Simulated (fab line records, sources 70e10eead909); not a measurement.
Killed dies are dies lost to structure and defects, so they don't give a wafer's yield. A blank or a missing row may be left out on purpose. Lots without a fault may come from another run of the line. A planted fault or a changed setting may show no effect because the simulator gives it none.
fab line records | flow nand_harc
record lots=12 wafers=36 last_day=34
route steps=1302 shown A_STAIRCASE@667 END@1302
lots that met no fault: from a run of the same line without faults
start_h: hours from the record's first day to the start of the lot's first wafer shown | wait_h: hours since the lot's step before | " the same as in the row above | L1.1+2: a row that stands for several wafers | - no value, or no start given | * or withheld: withheld | < > ~ a bound
route shown NAME@n: a module of which the file shows steps, and the number in the route of the first | usual: mean/standard deviation of fault-free wafers | same: alike in all rows | chamber/n: place in a boat | sites: the reading at each site | _std_site: their standard deviation | _edge_site: outer sites' mean less inner sites' | radius_mm: how far each site lies from the wafer's centre | mask NAME#n: copy n | behind: the tool/chamber that last shaped the wafer | hold: why the lot was held/for how many hours/how that ended | device: the transistor (n, p or np) that didn't switch | end of line: the same wafers' tests at the end of the route | a step without rows: its recipe alone | killed: dies lost to structure and defects at the first sort, not the wafer's yield | map: a wafer's dies, x killed, . not, _ none there
set.NAME: the setting as run; set.NAME@STEP: as run at that earlier step | model.NAME: the simulator's own value behind a step, which no gauge read
steps of the route over a sample of lots; a table a step, a row a wafer
services: from which hour (start_h, from the record's first day; less than 0 if before it) a tool's chamber was out of use, for how many hours, and why
## steps
# step NHARC_A_STAIRCASE_DESCUM_11
# recipe time_s=3 o2_flow_sccm=200 ar_flow_sccm=0 bias_power_w=0 chemistry=O2
# usual drypump_motor_current_A=5.9/0.4 oes_product_au=1.004/0.0075 rf_vpp_V=57.8/0.88 showerhead_plenum_p_Torr=1.90/0.084 throttle_valve_pct=11.312/0.0086
# columns lot.wafer tool chamber start_h wait_h drypump_motor_current_A oes_product_au rf_hours_counter_h rf_vpp_V showerhead_plenum_p_Torr throttle_valve_pct
L474.1 rie_diel-10 3 341.03 - 5.3 1.007 32 58.4 1.94 11.310
L474.2 " 1 " " 5.8 1.006 31 57.3 2.04 11.311
L474.3 " 2 " " 6.3 1.007 34 57.4 1.84 11.326
L475.3 rie_diel-03 2 369.45 - 6.9 1.005 25 58.0 1.96 11.303
L475.2 " 0 " " 6.1 0.993 30 58.4 2.07 11.298
L475.6 " 3 " " 6.0 1.007 - 57.8 1.98 11.305
L479.1 rie_diel-04 2 392.40 - 6.0 1.011 12 58.4 1.81 11.326
L479.6 " 2 " " 6.0 1.005 - 57.8 1.81 11.311
L479.5 " 3 " " 5.7 0.986 - 59.1 1.80 11.312
L480.4 rie_diel-04 0 420.43 - 5.4 0.995 22 56.1 1.87 11.309
L480.1 " 3 " " 5.7 1.006 24 56.9 1.80 11.304
L480.5 " 0 " " 5.4 1.012 - 57.4 1.87 11.303
L484.2 rie_diel-04 1 438.60 - 6.3 1.003 24 57.2 1.90 11.316
L484.1 " 0 " " 5.4 1.004 27 57.1 1.87 11.308
L484.6 " 2 " " 6.0 1.005 - 57.9 1.81 11.319
L482.2 rie_diel-10 2 439.07 - 6.3 1.008 2 57.4 1.83 11.309
L482.3 " 3 " " 5.3 1.004 2 58.9 1.93 11.314
L482.5 " 1 " " 5.8 0.995 - 57.5 2.03 11.308
L483.2 rie_diel-10 1 450.85 - 5.8 0.998 6 59.1 2.03 11.313
L483.1 " 2 " " 6.4 1.015 6 56.6 1.83 11.308
L483.4 " 2 " " 6.4 1.004 - 57.7 1.83 11.323
L491.1 rie_diel-03 1 508.55 - 5.2 0.994 13 59.2 2.05 11.317
L491.2 " 2 " " 6.8 0.997 5 59.1 1.95 11.303
L491.6 " 0 " " 6.1 0.982 - 58.6 2.05 11.327
L490.4 rie_diel-04 2 512.49 - 6.0 1.007 38 57.5 1.81 11.328
L490.3 " 3 " " 5.7 1.007 56 57.1 1.79 11.304
L490.5 " 2 " " 6.0 1.009 - 56.7 1.81 11.319
L493.4 rie_diel-03 0 552.25 - 6.1 0.985 27 58.4 2.05 11.326
L493.1 " 2 " " 6.8 0.998 24 58.9 1.95 11.322
L493.5 " 1 " " 5.2 0.995 - 57.9 2.05 11.304
L496.4 rie_diel-04 0 578.46 - 5.4 1.001 9 58.6 1.85 11.304
L496.5 " 1 " " 6.4 1.005 - 57.9 1.89 11.308
L496.6 " 2 " " 6.0 1.012 - 56.9 1.80 11.311
L497.2 rie_diel-04 2 599.47 - 6.0 1.011 16 56.5 1.80 11.305
L497.4 " 3 " " 5.7 1.009 14 58.1 1.78 11.314
L497.1 " 1 " " 6.4 1.012 20 58.5 1.89 11.296
# step NHARC_A_STAIRCASE_ETCH_13
# recipe target_depth_a=1000 time_s=40.5 ion_energy_ev=400 c4f8_flow_sccm=20 o2_flow_sccm=10 ar_flow_sccm=withheld rf_w=600 bias_w=1000 chemistry=C4F8/O2
# usual oes_product_au=0.945/0.012 rf_vpp_V=895/5.3
# columns lot.wafer tool chamber start_h wait_h oes_product_au rf_hours_counter_h rf_vpp_V
L474.2 rie_diel-10 2 - - 0.947 34 892
L474.3 " 0 " " 0.945 27 896
L474.1 " 1 " " 0.950 31 905
L475.3 rie_diel-03 1 - - 0.942 28 905
L475.2 " 2 " " 0.944 25 897
L475.6 " 2 " " 0.947 - 899
L479.1 rie_diel-04 3 - - 0.938 14 888
L479.6 " 0 " " 0.956 - 894
L479.5 " 1 " " 0.961 - 896
L480.1 rie_diel-04 1 - - 0.929 18 895
L480.4 " 3 " " 0.926 24 888
L480.5 " 1 " " 0.938 - 893
L484.1 rie_diel-04 0 - - 0.929 27 895
L484.2 " 2 " " 0.930 27 889
L484.6 " 0 " " 0.918 - 893
L482.2 rie_diel-10 3 - - 0.939 2 896
L482.3 " 1 " " 0.940 2 904
L482.5 " 3 " " 0.935 - 897
L483.1 rie_diel-10 3 - - 0.941 6 897
L483.2 " 1 " " 0.937 6 903
L483.4 " 3 " " 0.948 - 900
L491.2 rie_diel-03 1 - - 0.965 13 906
L491.1 " 3 " " 0.953 13 899
L491.6 " 2 " " 0.940 - 900
L490.3 rie_diel-04 2 - - 0.954 38 890
L490.4 " 3 " " 0.939 56 888
L490.5 " 3 " " 0.934 - 889
L493.4 rie_diel-03 0 - - 0.946 27 904
L493.1 " 2 " " 0.949 24 898
L493.5 " 3 " " 0.971 - 900
L496.4 rie_diel-04 0 - - 0.940 10 894
L496.6 " 2 " " 0.941 - 888
L496.5 " 3 " " 0.943 - 887
L497.4 rie_diel-04 2 - - 0.955 17 890
L497.2 " 3 " " 0.951 14 888
L497.1 " 1 " " 0.962 20 894
# step NHARC_A_STAIRCASE_TRIM_14
# recipe time_s=211.2 o2_flow_sccm=500 ar_flow_sccm=0 bias_w=0 chemistry=O2
# usual drypump_motor_current_A=5.9/0.41 oes_product_au=1.005/0.0068 rf_vpp_V=57.8/0.91 showerhead_plenum_p_Torr=3.51/0.14 throttle_valve_pct=17.037/0.0075
# columns lot.wafer tool chamber start_h wait_h drypump_motor_current_A oes_product_au rf_hours_counter_h rf_vpp_V showerhead_plenum_p_Torr throttle_valve_pct
L474.3 rie_diel-10 0 - - 5.9 1.003 27 58.4 3.54 17.027
L474.1 " 2 " " 6.3 1.003 34 59.1 3.40 17.044
L474.2 " 3 " " 5.3 1.014 32 57.8 3.57 17.047
L475.2 rie_diel-03 1 - - 5.2 0.998 28 59.7 3.79 17.038
L475.3 " 2 " " 6.9 1.009 25 57.6 3.61 17.023
L475.6 " 1 " " 5.2 0.987 - 59.8 3.79 17.036
L479.1 rie_diel-04 1 - - 6.4 1.006 10 57.2 3.52 17.052
L479.5 " 3 " " 5.7 1.001 - 56.7 3.33 17.035
L479.6 " 0 " " 5.4 1.014 - 59.3 3.45 17.047
L480.4 rie_diel-04 1 - - 6.4 1.005 18 59.2 3.51 17.034
L480.1 " 3 " " 5.7 1.015 25 56.4 3.33 17.035
L480.5 " 0 " " 5.4 1.002 - 56.6 3.45 17.045
L484.1 rie_diel-04 0 - - 5.4 1.006 27 57.9 3.45 17.047
L484.2 " 2 " " 6.0 1.004 27 56.6 3.35 17.037
L484.6 " 0 " " 5.4 1.001 - 57.0 3.45 17.042
L482.2 rie_diel-10 1 - - 5.8 1.008 2 58.7 3.73 17.040
L482.3 " 2 " " 6.3 1.014 2 58.1 3.39 17.043
L482.5 " 2 " " 6.3 1.009 - 56.7 3.39 17.039
L483.1 rie_diel-10 3 - - 5.3 1.010 6 57.8 3.55 17.040
L483.2 " 1 " " 5.8 1.015 6 57.0 3.73 17.034
L483.4 " 3 " " 5.4 1.011 - 58.2 3.55 17.037
L491.1 rie_diel-03 3 - - 6.0 1.012 13 59.0 3.61 17.036
L491.2 " 1 " " 5.2 1.006 13 58.0 3.77 17.040
L491.6 " 3 " " 6.1 1.008 - 58.5 3.62 17.023
L490.3 rie_diel-04 0 - - 5.4 1.006 54 57.1 3.43 17.036
L490.4 " 1 " " 6.4 0.999 54 58.0 3.49 17.034
L490.5 " 0 " " 5.4 0.999 - 57.9 3.43 17.044
L493.4 rie_diel-03 3 - - 6.1 1.003 31 57.7 3.61 17.034
L493.1 " 0 " " 6.1 0.980 27 59.4 3.76 17.044
L493.5 " 0 " " 6.2 0.991 - 59.8 3.75 17.030
L496.4 rie_diel-04 2 - - 6.0 1.007 11 57.6 3.33 17.040
L496.5 " 1 " " 6.4 1.002 - 58.9 3.48 17.043
L496.6 " 2 " " 6.0 1.009 - 57.5 3.33 17.048
L497.4 rie_diel-04 1 - - 6.4 1.011 20 57.7 3.48 17.053
L497.1 " 3 " " 5.7 1.004 14 56.6 3.30 17.040
L497.2 " 0 " " 5.4 1.009 19 56.6 3.42 17.033
# step NHARC_A_STAIRCASE_TRIM_22
# recipe time_s=211.2 o2_flow_sccm=500 ar_flow_sccm=0 bias_w=0 chemistry=O2
# usual drypump_motor_current_A=5.9/0.41 oes_product_au=1.004/0.0079 rf_vpp_V=57.8/0.89 showerhead_plenum_p_Torr=3.50/0.16 throttle_valve_pct=17.036/0.0091
# columns lot.wafer tool chamber start_h wait_h drypump_motor_current_A oes_product_au rf_hours_counter_h rf_vpp_V showerhead_plenum_p_Torr throttle_valve_pct
L474.1 rie_diel-03 3 342.76 - 6.1 1.008 21 58.2 3.65 17.030
L474.3 " 1 " " 5.2 0.997 19 57.8 3.80 17.011
L474.2 " 2 " " 6.9 1.007 15 58.7 3.62 17.035
L475.3 rie_diel-04 3 371.02 - 5.7 1.006 0 56.6 3.34 17.034
L475.2 " 0 " " 5.4 1.005 0 58.3 3.46 17.052
L475.6 " 3 " " 5.7 0.998 - 56.4 3.34 17.048
L479.1 rie_diel-04 1 393.92 - 6.4 1.005 10 59.5 3.52 17.032
L479.6 " 2 " " 6.0 1.006 - 56.8 3.36 17.038
L479.5 " 3 " " 5.7 0.999 - 57.0 3.33 17.031
L480.1 rie_diel-04 3 422.76 - 5.7 0.851 25 57.7 3.33 17.026
L480.4 " 0 " " 5.4 1.015 23 57.9 3.45 17.039
L480.5 " 3 " " 5.7 0.852 - 58.0 3.33 17.043
L484.2 rie_diel-03 2 440.00 - 6.9 0.998 44 58.4 3.60 17.034
L484.1 " 3 " " 6.1 1.011 55 58.4 3.63 17.040
L484.6 " 0 " " 6.1 0.994 - 58.3 3.78 17.030
L482.2 rie_diel-04 3 440.87 - 5.7 1.001 30 57.2 3.32 17.049
L482.3 " 0 " " 5.4 0.856 28 58.7 3.45 17.034
L482.5 " 1 " " 6.4 0.845 - 56.4 3.51 17.055
L483.2 rie_diel-04 3 452.62 0.1 5.7 0.997 35 58.5 3.32 17.042
L483.1 " 1 " " 6.4 0.841 31 58.7 3.51 17.031
L483.4 " 3 " " 5.7 1.006 - 57.0 3.32 17.056
L491.2 rie_diel-04 3 509.97 - 5.7 0.996 55 55.5 3.31 17.036
L491.1 " 1 " " 6.4 0.992 54 57.1 3.49 17.031
L491.6 " 3 " " 5.7 1.007 - 56.7 3.31 17.029
L490.4 rie_diel-04 0 513.87 - 5.4 0.997 54 58.2 3.43 17.035
L490.3 " 3 " " 5.7 1.000 56 57.0 3.31 17.039
L490.5 " 1 " " 6.4 0.998 - 58.3 3.49 17.050
L493.4 rie_diel-04 0 553.66 - 5.4 1.005 5 57.9 3.43 17.024
L493.1 " 1 " " 6.3 1.010 6 56.7 3.49 17.037
L493.5 " 3 " " 5.7 1.005 - 58.0 3.30 17.032
L496.4 rie_diel-04 3 579.92 - 5.7 0.999 9 56.2 3.30 17.047
L496.6 " 2 " " 6.0 1.008 - 58.7 3.33 17.025
L496.5 " 3 " " 5.7 1.004 - 56.4 3.30 17.024
L497.2 rie_diel-04 3 600.85 - 5.7 1.015 14 59.0 3.30 17.047
L497.4 " 0 " " 5.4 1.015 20 56.7 3.42 17.045
L497.1 " 2 " " 6.0 1.004 17 56.5 3.33 17.046
# step NHARC_END_SORT_01
# recipe temp_c=25
# usual killed_at_array=63/18 killed_at_other=1.1/1.3 killed_at_periphery=4.3/2.8 killed_dies=68/18 killed_open=3.3/2 killed_short=2.4/1.6
# same gross_dies=677
# columns lot.wafer tool chamber start_h wait_h killed_at_array killed_at_other killed_at_periphery killed_dies killed_open killed_short
L474.1 prober-02 0 548.03 2.5 89 1 2 92 0 3
L474.2 prober-02 0 548.83 2.8 101 4 2 107 4 2
L474.3 prober-02 0 549.63 3.1 90 4 5 99 3 2
L475.2 prober-02 0 581.59 2.8 71 2 9 82 4 2
L475.3 prober-02 0 582.38 3.1 80 1 10 91 1 4
L475.6 prober-02 0 584.76 4.0 82 0 5 87 6 0
L479.1 prober-01 0 600.04 2.5 80 1 6 87 2 2
L479.5 prober-01 0 603.25 3.7 64 0 4 68 1 3
L479.6 prober-01 0 604.05 4.0 73 0 5 78 6 2
L480.1 prober-01 0 721.26 2.5 94 1 8 103 4 2
L480.4 prober-01 0 723.63 3.4 64 1 8 73 1 1
L480.5 prober-01 0 724.42 3.7 88 0 9 97 3 1
L484.1 prober-02 0 721.28 2.5 81 5 3 89 4 2
L484.2 prober-02 0 722.08 2.8 94 4 3 101 2 7
L484.6 prober-02 0 725.28 4.0 92 5 5 102 5 1
L483.1 prober-01 0 728.97 2.5 24 1 6 31 2 5
L483.2 prober-01 0 729.76 2.8 17 0 7 24 5 2
L483.4 prober-01 0 731.35 3.4 22 1 7 30 2 4
L482.2 prober-01 0 737.55 2.8 50 1 2 53 2 3
L482.3 prober-01 0 738.35 3.1 63 5 3 71 2 3
L482.5 prober-01 0 739.95 3.7 67 0 2 69 3 2
L491.1 prober-02 0 752.50 2.5 85 0 1 86 2 5
L491.2 prober-02 0 753.30 2.8 83 0 4 87 3 3
L491.6 prober-02 0 756.48 4.0 75 1 4 80 2 4
L490.3 prober-01 0 753.96 3.1 45 1 3 49 9 3
L490.4 prober-01 0 754.78 3.4 43 0 9 52 2 4
L490.5 prober-01 0 755.60 3.8 39 1 10 50 3 3
L493.1 prober-01 0 775.89 2.5 69 0 1 70 6 2
L493.4 prober-01 0 778.27 3.4 68 0 2 70 2 1
L493.5 prober-01 0 779.07 3.7 74 0 0 74 2 2
L496.4 prober-02 0 792.31 3.4 79 1 2 82 1 0
L496.5 prober-02 0 793.10 3.7 83 1 2 86 2 6
L496.6 prober-02 0 793.89 3.9 82 0 4 86 6 1
L497.1 prober-02 0 807.72 2.5 43 4 5 52 1 1
L497.2 prober-02 0 808.52 2.8 38 1 9 48 7 1
L497.4 prober-02 0 810.11 3.4 40 0 2 42 2 2
# killed by level:class
L474.1 A_CHANNEL_HOLE_D1:chamber_film_flake=32 A_CHANNEL_HOLE_D2:chamber_film_flake=31 A_SLIT:chamber_film_flake=16 A_STAIRCASE:chamber_film_flake=3 A_CONTACT:chamber_film_flake=2 A_ONON_D1:geometric_particle:short=1 A_CHANNEL_HOLE_D1:geometric_particle:short=1 A_ONON_D2:geometric_particle:short=1
L474.2 A_CHANNEL_HOLE_D2:chamber_film_flake=35 A_CHANNEL_HOLE_D1:chamber_film_flake=32 A_SLIT:chamber_film_flake=25 THIN_TSV:chamber_film_flake=3 A_BLC:chamber_film_flake=3 A_CONTACT:geometric_particle:open=2 P_GATE:geometric_particle:open=1 P_CONTACT:geometric_particle:short=1
L474.3 A_CHANNEL_HOLE_D1:chamber_film_flake=34 A_CHANNEL_HOLE_D2:chamber_film_flake=23 A_SLIT:chamber_film_flake=22 P_M2:chamber_film_flake=4 A_BLC:chamber_film_flake=4 THIN_TSV:chamber_film_flake=4 A_SGD_CUT:geometric_particle:short=2 A_ONON_D2:geometric_particle:open=1
L475.2 A_CHANNEL_HOLE_D1:chamber_film_flake=29 A_SLIT:chamber_film_flake=15 A_CHANNEL_HOLE_D2:chamber_film_flake=7 A_STAIRCASE:chamber_film_flake=6 A_WL_FILL:chamber_film_flake=5 P_BONDPAD:chamber_film_flake=4 A_CONTACT:chamber_film_flake=4 P_CONTACT:geometric_particle:open=2
L475.3 A_CHANNEL_HOLE_D1:chamber_film_flake=32 A_SLIT:chamber_film_flake=22 A_CONTACT:chamber_film_flake=8 A_CHANNEL_HOLE_D2:chamber_film_flake=6 P_BONDPAD:chamber_film_flake=5 A_CHANNEL_FILL_D1:chamber_film_flake=4 A_STAIRCASE:chamber_film_flake=4 P_ZERO_WELL:chamber_film_flake=2
L475.6 A_CHANNEL_HOLE_D1:chamber_film_flake=35 A_SLIT:chamber_film_flake=23 A_CONTACT:chamber_film_flake=5 A_CHANNEL_FILL_D1:chamber_film_flake=4 A_CHANNEL_HOLE_D2:chamber_film_flake=4 A_STAIRCASE:chamber_film_flake=4 A_CHANNEL_FILL_D1:geometric_particle:open=2 P_BONDPAD:chamber_film_flake=2
L479.1 A_CHANNEL_HOLE_D1:chamber_film_flake=38 A_CHANNEL_HOLE_D2:chamber_film_flake=31 A_STAIRCASE:chamber_film_flake=4 P_M2:chamber_film_flake=3 A_CONTACT:chamber_film_flake=2 A_CHANNEL_HOLE_D2:geometric_particle:open=1 A_CHANNEL_FILL_D2:geometric_particle:short=1 A_CHANNEL_FILL_D2:geometric_particle:open=1
L479.5 A_CHANNEL_HOLE_D1:chamber_film_flake=30 A_CHANNEL_HOLE_D2:chamber_film_flake=26 P_M2:chamber_film_flake=3 A_SLIT:chamber_film_flake=2 A_ONON_D1:geometric_particle:short=1 A_CHANNEL_HOLE_D1:geometric_particle:short=1 A_CHANNEL_FILL_D1:geometric_particle:open=1 A_WL_FILL:geometric_particle:short=1
L479.6 A_CHANNEL_HOLE_D2:chamber_film_flake=35 A_CHANNEL_HOLE_D1:chamber_film_flake=31 A_CHANNEL_FILL_D1:geometric_particle:short=2 A_CONTACT:geometric_particle:open=2 P_STI:geometric_particle:open=1 P_GATE:geometric_particle:open=1 P_M0:geometric_particle:open=1 A_BLC:geometric_particle:open=1
L480.1 A_CHANNEL_HOLE_D1:chamber_film_flake=28 A_CHANNEL_HOLE_D2:chamber_film_flake=26 A_STAIRCASE:area_trim=22 P_M1:chamber_film_flake=5 A_STAIRCASE:chamber_film_flake=3 A_SGD_CUT:chamber_film_flake=3 A_CONTACT:chamber_film_flake=2 A_SOURCE_PLATE:geometric_particle:open=1
L484.1 A_CHANNEL_HOLE_D1:chamber_film_flake=37 A_SLIT:chamber_film_flake=23 A_CHANNEL_HOLE_D2:chamber_film_flake=7 THIN_TSV:chamber_film_flake=5 A_STAIRCASE:chamber_film_flake=3 P_ZERO_WELL:chamber_film_flake=2 A_WL_FILL:chamber_film_flake=2 A_ONON_D2:geometric_particle:short=1
L484.2 A_SLIT:chamber_film_flake=38 A_CHANNEL_HOLE_D1:chamber_film_flake=27 A_CHANNEL_HOLE_D2:chamber_film_flake=12 A_STAIRCASE:chamber_film_flake=3 THIN_TSV:chamber_film_flake=3 P_BONDPAD:chamber_film_flake=2 A_BONDPAD:chamber_film_flake=2 A_ONON_D1:geometric_particle:short=1
L480.4 A_CHANNEL_HOLE_D2:chamber_film_flake=28 A_CHANNEL_HOLE_D1:chamber_film_flake=24 A_CONTACT:chamber_film_flake=6 P_M1:chamber_film_flake=4 P_GATE:chamber_film_flake=3 A_SGD_CUT:chamber_film_flake=3 A_WL_FILL:geometric_particle:open=1 A_BLC:geometric_particle:short=1
L480.5 A_CHANNEL_HOLE_D2:chamber_film_flake=32 A_CHANNEL_HOLE_D1:chamber_film_flake=28 A_STAIRCASE:area_trim=12 P_M1:chamber_film_flake=9 A_SLIT:chamber_film_flake=3 A_CHANNEL_FILL_D1:geometric_particle:open=2 A_CHANNEL_FILL_D2:chamber_film_flake=2 A_STAIRCASE:chamber_film_flake=2
L484.6 A_CHANNEL_HOLE_D1:chamber_film_flake=43 A_SLIT:chamber_film_flake=31 A_CHANNEL_HOLE_D2:chamber_film_flake=5 THIN_TSV:chamber_film_flake=5 P_GATE:geometric_particle:open=2 A_WL_FILL:geometric_particle:open=2 P_M0:chamber_film_flake=2 A_STAIRCASE:chamber_film_flake=2
L483.1 A_CHANNEL_HOLE_D1:chamber_film_flake=6 P_BONDPAD:chamber_film_flake=4 A_STAIRCASE:chamber_film_flake=4 A_STAIRCASE:area_trim=4 A_WL_FILL:geometric_particle:short=3 P_STI:geometric_particle:short=1 P_M0:geometric_particle:open=1 A_ONON_D1:geometric_particle:short=1
L483.2 A_CHANNEL_HOLE_D1:chamber_film_flake=3 A_CHANNEL_HOLE_D2:unspecified=3 A_ONON_D1:geometric_particle:open=2 P_ZERO_WELL:chamber_film_flake=2 A_STAIRCASE:chamber_film_flake=2 P_STI:geometric_particle:open=1 P_M0:geometric_particle:open=1 A_CHANNEL_FILL_D1:geometric_particle:short=1
L483.4 A_CHANNEL_HOLE_D1:chamber_film_flake=6 P_BONDPAD:chamber_film_flake=5 A_STAIRCASE:chamber_film_flake=5 A_SLIT:chamber_film_flake=3 P_M0:geometric_particle:short=2 A_CHANNEL_HOLE_D2:unspecified=2 A_ONON_D1:geometric_particle:short=1 A_DECK1_JOINT:geometric_particle:open=1
L482.2 A_CHANNEL_HOLE_D1:chamber_film_flake=28 A_CHANNEL_HOLE_D2:chamber_film_flake=7 A_CONTACT:chamber_film_flake=4 A_M0:chamber_film_flake=3 A_CHANNEL_HOLE_D2:geometric_particle:short=2 A_ONON_D2:geometric_particle:open=1 A_M1:geometric_particle:open=1 P_ZERO_WELL:chamber_film_flake=1
L482.3 A_CHANNEL_HOLE_D1:chamber_film_flake=32 A_STAIRCASE:area_trim=11 A_CHANNEL_HOLE_D2:chamber_film_flake=7 THIN_TSV:chamber_film_flake=5 A_CONTACT:chamber_film_flake=4 A_M0:chamber_film_flake=2 P_CONTACT:geometric_particle:open=1 A_ONON_D2:geometric_particle:short=1
L482.5 A_CHANNEL_HOLE_D1:chamber_film_flake=33 A_CHANNEL_HOLE_D2:chamber_film_flake=18 A_CONTACT:chamber_film_flake=5 A_CHANNEL_FILL_D2:geometric_particle:short=2 A_CHANNEL_FILL_D2:geometric_particle:open=2 A_CHANNEL_FILL_D1:chamber_film_flake=2 A_STAIRCASE:area_trim=2 A_WL_FILL:geometric_particle:open=1
L491.1 A_CHANNEL_HOLE_D1:chamber_film_flake=38 A_SLIT:chamber_film_flake=28 A_CONTACT:chamber_film_flake=5 A_SGD_CUT:geometric_particle:short=2 A_CHANNEL_FILL_D2:chamber_film_flake=2 A_STAIRCASE:chamber_film_flake=2 A_ONON_D1:geometric_particle:open=1 A_ONON_D1:geometric_particle:short=1
L491.2 A_SLIT:chamber_film_flake=36 A_CHANNEL_HOLE_D1:chamber_film_flake=34 A_CONTACT:chamber_film_flake=6 P_GATE:geometric_particle:open=1 P_M2:geometric_particle:open=1 A_DECK1_JOINT:geometric_particle:open=1 A_CHANNEL_FILL_D2:geometric_particle:short=1 A_WL_FILL:geometric_particle:short=1
L490.3 A_CHANNEL_HOLE_D2:chamber_film_flake=22 A_ONON_D1:geometric_particle:open=5 A_SLIT:chamber_film_flake=4 A_CHANNEL_HOLE_D1:chamber_film_flake=3 P_CONTACT:chamber_film_flake=2 A_CONTACT:chamber_film_flake=2 A_ONON_D1:geometric_particle:short=1 A_CHANNEL_FILL_D1:geometric_particle:short=1
L490.4 A_CHANNEL_HOLE_D2:chamber_film_flake=20 A_CONTACT:chamber_film_flake=9 P_CONTACT:chamber_film_flake=7 A_CHANNEL_HOLE_D1:chamber_film_flake=4 A_ONON_D2:geometric_particle:short=2 A_SLIT:chamber_film_flake=2 A_M0:chamber_film_flake=2 P_GATE:geometric_particle:short=1
L490.5 A_CHANNEL_HOLE_D2:chamber_film_flake=18 P_CONTACT:chamber_film_flake=9 A_CHANNEL_HOLE_D1:chamber_film_flake=7 A_CONTACT:chamber_film_flake=4 A_CHANNEL_FILL_D1:chamber_film_flake=2 A_ONON_D1:geometric_particle:open=1 A_CHANNEL_FILL_D1:geometric_particle:open=1 A_DECK1_JOINT:geometric_particle:short=1
L491.6 A_SLIT:chamber_film_flake=34 A_CHANNEL_HOLE_D1:chamber_film_flake=29 A_CONTACT:chamber_film_flake=4 A_CHANNEL_FILL_D2:geometric_particle:short=2 P_CONTACT:chamber_film_flake=2 P_CONTACT:geometric_particle:open=1 A_ONON_D1:geometric_particle:short=1 A_CHANNEL_FILL_D1:geometric_particle:open=1
L493.1 A_SLIT:chamber_film_flake=24 A_CHANNEL_HOLE_D2:chamber_film_flake=18 A_CHANNEL_HOLE_D1:chamber_film_flake=8 A_DECK1_JOINT:chamber_film_flake=4 A_WL_FILL:chamber_film_flake=3 A_ONON_D1:geometric_particle:open=1 A_ONON_D2:geometric_particle:open=1 A_CHANNEL_HOLE_D2:geometric_particle:open=1
L493.4 A_CHANNEL_HOLE_D2:chamber_film_flake=28 A_SLIT:chamber_film_flake=22 A_CHANNEL_HOLE_D1:chamber_film_flake=9 A_WL_FILL:chamber_film_flake=3 P_BONDPAD:chamber_film_flake=2 A_STAIRCASE:chamber_film_flake=2 A_CHANNEL_FILL_D1:geometric_particle:open=1 A_ONON_D2:geometric_particle:open=1
L493.5 A_SLIT:chamber_film_flake=34 A_CHANNEL_HOLE_D2:chamber_film_flake=21 A_CHANNEL_HOLE_D1:chamber_film_flake=8 A_CHANNEL_FILL_D1:chamber_film_flake=2 A_DECK1_JOINT:chamber_film_flake=2 A_WL_FILL:chamber_film_flake=2 A_CHANNEL_HOLE_D1:geometric_particle:open=1 A_ONON_D2:geometric_particle:short=1
L496.4 A_SLIT:chamber_film_flake=34 A_CHANNEL_HOLE_D2:chamber_film_flake=20 A_STAIRCASE:chamber_film_flake=10 A_CHANNEL_HOLE_D1:chamber_film_flake=8 A_CONTACT:chamber_film_flake=3 A_SGD_CUT:geometric_particle:open=1 P_STI:chamber_film_flake=1 P_GATE:chamber_film_flake=1
L496.5 A_CHANNEL_HOLE_D2:chamber_film_flake=30 A_SLIT:chamber_film_flake=23 A_CHANNEL_HOLE_D1:chamber_film_flake=10 A_STAIRCASE:chamber_film_flake=7 A_CONTACT:chamber_film_flake=2 A_BLC:chamber_film_flake=2 P_GATE:geometric_particle:open=1 A_ONON_D1:geometric_particle:short=1
L496.6 A_SLIT:chamber_film_flake=30 A_CHANNEL_HOLE_D2:chamber_film_flake=24 A_CHANNEL_HOLE_D1:chamber_film_flake=12 A_STAIRCASE:chamber_film_flake=8 P_STI:chamber_film_flake=2 A_CONTACT:chamber_film_flake=2 P_GATE:geometric_particle:open=1 P_CONTACT:geometric_particle:open=1
L497.1 A_SLIT:chamber_film_flake=33 THIN_TSV:chamber_film_flake=4 P_ZERO_WELL:chamber_film_flake=3 A_CONTACT:chamber_film_flake=3 A_STAIRCASE:chamber_film_flake=2 A_M0:chamber_film_flake=2 P_GATE:geometric_particle:open=1 A_CHANNEL_FILL_D2:geometric_particle:short=1
L497.2 A_SLIT:chamber_film_flake=23 A_STAIRCASE:chamber_film_flake=6 P_STI:chamber_film_flake=3 A_CONTACT:chamber_film_flake=3 P_GATE:geometric_particle:open=2 P_M0:geometric_particle:open=2 P_M1:geometric_particle:open=1 A_DECK1_JOINT:geometric_particle:open=1
L497.4 A_SLIT:chamber_film_flake=27 P_ZERO_WELL:chamber_film_flake=2 A_CHANNEL_HOLE_D2:chamber_film_flake=2 A_CHANNEL_FILL_D2:chamber_film_flake=2 A_STAIRCASE:chamber_film_flake=2 A_CONTACT:chamber_film_flake=2 A_DECK1_JOINT:geometric_particle:short=1 A_CHANNEL_FILL_D2:geometric_particle:open=1
## services
# columns tool chamber start_h hours kind
rie_diel-10 0 318.55 4.5 repair
rie_diel-03 2 333.37 8.2 repair
rie_diel-04 0 337.92 - clean
rie_diel-04 1 337.92 - clean
rie_diel-04 2 337.92 - clean
rie_diel-04 3 337.92 - clean
rie_diel-04 - 355.03 9.0 pm
rie_diel-04 0 355.03 9.0 vent_cycle
rie_diel-04 1 355.03 9.0 vent_cycle
rie_diel-04 2 355.03 9.0 vent_cycle
rie_diel-04 3 355.03 9.0 vent_cycle
rie_diel-10 1 378.57 7.1 repair
rie_diel-03 2 388.47 3.9 repair
rie_diel-10 0 408.18 57.3 repair
rie_diel-10 - 421.20 9.0 pm
rie_diel-04 3 426.47 1.7 repair
rie_diel-04 2 445.86 34.0 repair
rie_diel-03 - 460.74 9.0 pm
rie_diel-03 0 475.38 9.6 repair
rie_diel-03 2 490.23 16.0 repair
rie_diel-04 0 505.96 4.3 repair
rie_diel-04 2 523.84 18.4 repair
rie_diel-04 - 532.03 9.0 pm
rie_diel-10 - 598.20 9.0 pm
## key
first_sign step=NHARC_A_STAIRCASE_TRIM_22 reading=oes_product_au direction=down sigmas=20 usual=1.004 struck=0.849
effect none on later readings
met_at NHARC_A_STAIRCASE_TRIM_22
struck_lots L480,L482,L483
struck_wafers L480.1,L480.5,L482.3,L482.5,L483.1
tester_left_out L480,L482,L483
not_acting_at NHARC_A_STAIRCASE_DESCUM_11,NHARC_A_STAIRCASE_ETCH_13,NHARC_A_STAIRCASE_TRIM_14
onset_between 393.92 422.76
fault kind=process_parameter_drift tool=rie_diel-04 chamber=- onset_h=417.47 steps=NHARC_A_STAIRCASE_TRIM_22 channel=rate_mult offset=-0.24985 shape=step end_h=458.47 scope=struck_wafers_only
# tester_left_out: of these lots the tester's yield and bins aren't shown, on N5 and GAA mostly nor the transistor test; their killed dies are dies lost to structure and defects alone, not to doping, threshold or leakage, so they don't give the yield
